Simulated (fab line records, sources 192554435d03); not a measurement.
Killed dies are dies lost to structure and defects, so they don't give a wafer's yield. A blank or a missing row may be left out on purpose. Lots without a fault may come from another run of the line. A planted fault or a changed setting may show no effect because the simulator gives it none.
Which tool did it? | flow n5_finfet | 10 lots, 30 wafers sampled, at 4 steps of a route of 1938

WHAT THE GAUGES READ, wafer by wafer
N5_BEOL_M9_RS_MEAS_57: measures by four-point-probe. Usual: M9_RS 0.152 ohm/sq, standard deviation 0.0051.
lot  | measured     | on            | M9_RS (ohm/sq)    | flag
L128 | day 10 23:49 | film_metro-02 | 0.153 0.148 0.151 |
L127 | day 10 22:42 | film_metro-02 | 0.150 0.152 0.150 |
L131 | day 13 00:25 | film_metro-01 | 0.149 0.155 0.150 |
L132 | day 13 23:45 | film_metro-01 | 0.151 0.153 0.147 |
L138 | day 15 11:34 | film_metro-01 | 0.151 0.158 0.151 |
L137 | day 15 12:26 | film_metro-02 | 0.147 0.154 0.157 |
L144 | day 16 22:28 | film_metro-02 | 0.155 0.160 0.150 |
L141 | day 17 01:53 | film_metro-01 | 0.142 0.151 0.150 |
L146 | day 17 06:51 | film_metro-02 | 0.148 0.148 0.161 |
L149 | day 17 11:58 | film_metro-01 | 0.151 0.152 0.148 |

WHICH TOOL RAN EACH LOT (tool, then ch and the chambers of the sampled wafers, then the start)
lot  | N5_BEOL_M9_ETCH_66                 | N5_BEOL_M9_STRIP_36                | N5_BEOL_M9_ALD_74
L128 | rie_diel-04 ch 0,1,3, day 10 19:44 | rie_diel-04 ch 0,1,3, day 10 19:53 | ald_metal-03 ch 1,3, day 10 22:22
L127 | rie_diel-02 ch 0,3, day 10 19:53   | rie_diel-02 ch 0,3, day 10 20:03   | ald_metal-04 ch 0,2, day 10 21:16
L131 | rie_diel-04 ch 0,2,3, day 12 19:56 | rie_diel-04 ch 0,2,3, day 12 20:06 | ald_metal-04 ch 0,1,2, day 12 20:58
L132 | rie_diel-06 ch 0,1,2, day 13 18:04 | rie_diel-06 ch 0,1,2, day 13 18:13 | ald_metal-03 ch 0,1, day 13 22:00
L138 | rie_diel-04 ch 0,2,3, day 15 07:13 | rie_diel-04 ch 0,2,3, day 15 07:22 | ald_metal-03 ch 1,3, day 15 08:34
L137 | rie_diel-02 ch 0,1,3, day 15 08:07 | rie_diel-02 ch 0,1,3, day 15 08:17 | ald_metal-03 ch 1,2,3, day 15 10:50
L144 | rie_diel-04 ch 0,1,2, day 16 19:07 | rie_diel-04 ch 0,1,2, day 16 19:16 | ald_metal-04 ch 2,3, day 16 20:30
L141 | rie_diel-04 ch 0,1, day 16 20:40   | rie_diel-04 ch 0,1, day 16 20:50   | ald_metal-03 ch 0,2,3, day 16 23:57
L146 | rie_diel-02 ch 1,2,3, day 17 03:43 | rie_diel-02 ch 1,2,3, day 17 03:52 | ald_metal-02 ch 0,1, day 17 04:54
L149 | rie_diel-02 ch 0,2,3, day 17 08:30 | rie_diel-02 ch 0,2,3, day 17 08:40 | ald_metal-02 ch 0,2, day 17 10:17
- N5_BEOL_M9_ETCH_66: etches SOC in N2/H2, target depth 80 nm, overetch 16 nm, time 120 s.
- N5_BEOL_M9_STRIP_36: strips in N2/H2.
- N5_BEOL_M9_ALD_74: deposits TaN, target thk 2 nm, pulse time 2 s, purge time 3 s.

WHAT THE TOOLS THEMSELVES READ (means of the sampled wafers that have a number; where no wafer has one, the mark that the record gives instead)
N5_BEOL_M9_ETCH_66. Usual: drypump_motor_current_A 5.6 A, standard deviation 0.36; oes_product_au 0.62 a.u., standard deviation 0.08; rf_vpp_V 523.6 V, standard deviation 2.8; showerhead_plenum_p_Torr 2.54 Torr, standard deviation 0.098; throttle_valve_pct 17.79 %, standard deviation 0.25.
lot  | tool        | drypump_motor_current_A (A) | oes_product_au (a.u.) | rf_vpp_V (V) | showerhead_plenum_p_Torr (Torr) | throttle_valve_pct (%) | flag
L128 | rie_diel-04 | 5.9                         | 0.58                  | 521.9        | 2.47                            | 17.93                  |
L127 | rie_diel-02 | 5.6                         | 0.59                  | 523.9        | 2.53                            | 18.00                  |
L131 | rie_diel-04 | 5.6                         | 0.58                  | 524.1        | 2.55                            | 17.94                  |
L132 | rie_diel-06 | 5.2                         | 0.56                  | 522.5        | 2.50                            | 17.76                  |
L138 | rie_diel-04 | 5.6                         | 0.64                  | 523.9        | 2.54                            | 17.81                  |
L137 | rie_diel-02 | 5.7                         | 0.59                  | 523.2        | 2.50                            | 17.83                  |
L144 | rie_diel-04 | 5.8                         | 0.61                  | 525.4        | 2.61                            | 17.85                  |
L141 | rie_diel-04 | 6.0                         | 0.65                  | 523.2        | 2.56                            | 17.68                  |
L146 | rie_diel-02 | 5.8                         | 0.68                  | 522.0        | 2.47                            | 17.63                  |
L149 | rie_diel-02 | 5.5                         | 0.72                  | 523.3        | 2.52                            | 17.62                  |

N5_BEOL_M9_STRIP_36. Usual: drypump_motor_current_A 5.6 A, standard deviation 0.36; oes_product_au 0.81 a.u., standard deviation 0.11; rf_vpp_V 59.4 V, standard deviation 1.4; showerhead_plenum_p_Torr 2.53 Torr, standard deviation 0.098; throttle_valve_pct 23.66 %, standard deviation 0.26.
lot  | tool        | drypump_motor_current_A (A) | oes_product_au (a.u.) | rf_vpp_V (V) | showerhead_plenum_p_Torr (Torr) | throttle_valve_pct (%) | flag
L128 | rie_diel-04 | 5.9                         | 0.75                  | 58.5         | 2.46                            | 23.81                  |
L127 | rie_diel-02 | 5.6                         | 0.78                  | 59.8         | 2.53                            | 23.88                  |
L131 | rie_diel-04 | 5.6                         | 0.74                  | 58.8         | 2.54                            | 23.80                  |
L132 | rie_diel-06 | 5.3                         | 0.74                  | 60.3         | 2.50                            | 23.54                  |
L138 | rie_diel-04 | 5.6                         | 0.83                  | 58.7         | 2.54                            | 23.69                  |
L137 | rie_diel-02 | 5.7                         | 0.77                  | 59.2         | 2.50                            | 23.69                  |
L144 | rie_diel-04 | 5.8                         | 0.80                  | 59.9         | 2.60                            | 23.78                  |
L141 | rie_diel-04 | 6.0                         | 0.85                  | 60.0         | 2.55                            | 23.60                  |
L146 | rie_diel-02 | 5.8                         | 0.88                  | 58.4         | 2.46                            | 23.53                  |
L149 | rie_diel-02 | 5.5                         | 0.95                  | 57.7         | 2.52                            | 23.54                  |

N5_BEOL_M9_ALD_74. Usual: heater_power_w 401 W, standard deviation 45; precursor_vessel_carrier_sccm 999.8 sccm, standard deviation 3.
lot  | tool         | heater_power_w (W) | precursor_vessel_carrier_sccm (sccm) | flag
L128 | ald_metal-03 | 385                | 1001.3                               |
L127 | ald_metal-04 | 458                | 999.1                                |
L131 | ald_metal-04 | 414                | 997.9                                |
L132 | ald_metal-03 | 389                | 996.5                                |
L138 | ald_metal-03 | 385                | 997.3                                |
L137 | ald_metal-03 | 381                | 1001.2                               |
L144 | ald_metal-04 | 399                | 1002.8                               |
L141 | ald_metal-03 | 375                | 1002.2                               |
L146 | ald_metal-02 | 467                | 1001.3                               |
L149 | ald_metal-02 | 441                | 1004.6                               |

THE ANSWER, worked out from the rows above alone
Rule: a lot is off if the mean of its wafers that have a number lies more than 3 standard deviations from the usual mean. A lot without any number at a reading at which 4 lots or more have one is off too. The other lots that the step has rows for count as sound. The gauges are gone through in route order, then the tools' own readings, and for those a lot's mean is taken as printed above. The first step at which some lot is off is used, and at that step the reading that is off furthest; a lot without a number counts as furthest.
No lot is off at any reading shown: from this, nothing can be told.

WHAT THE SIMULATOR HAD PUT IN
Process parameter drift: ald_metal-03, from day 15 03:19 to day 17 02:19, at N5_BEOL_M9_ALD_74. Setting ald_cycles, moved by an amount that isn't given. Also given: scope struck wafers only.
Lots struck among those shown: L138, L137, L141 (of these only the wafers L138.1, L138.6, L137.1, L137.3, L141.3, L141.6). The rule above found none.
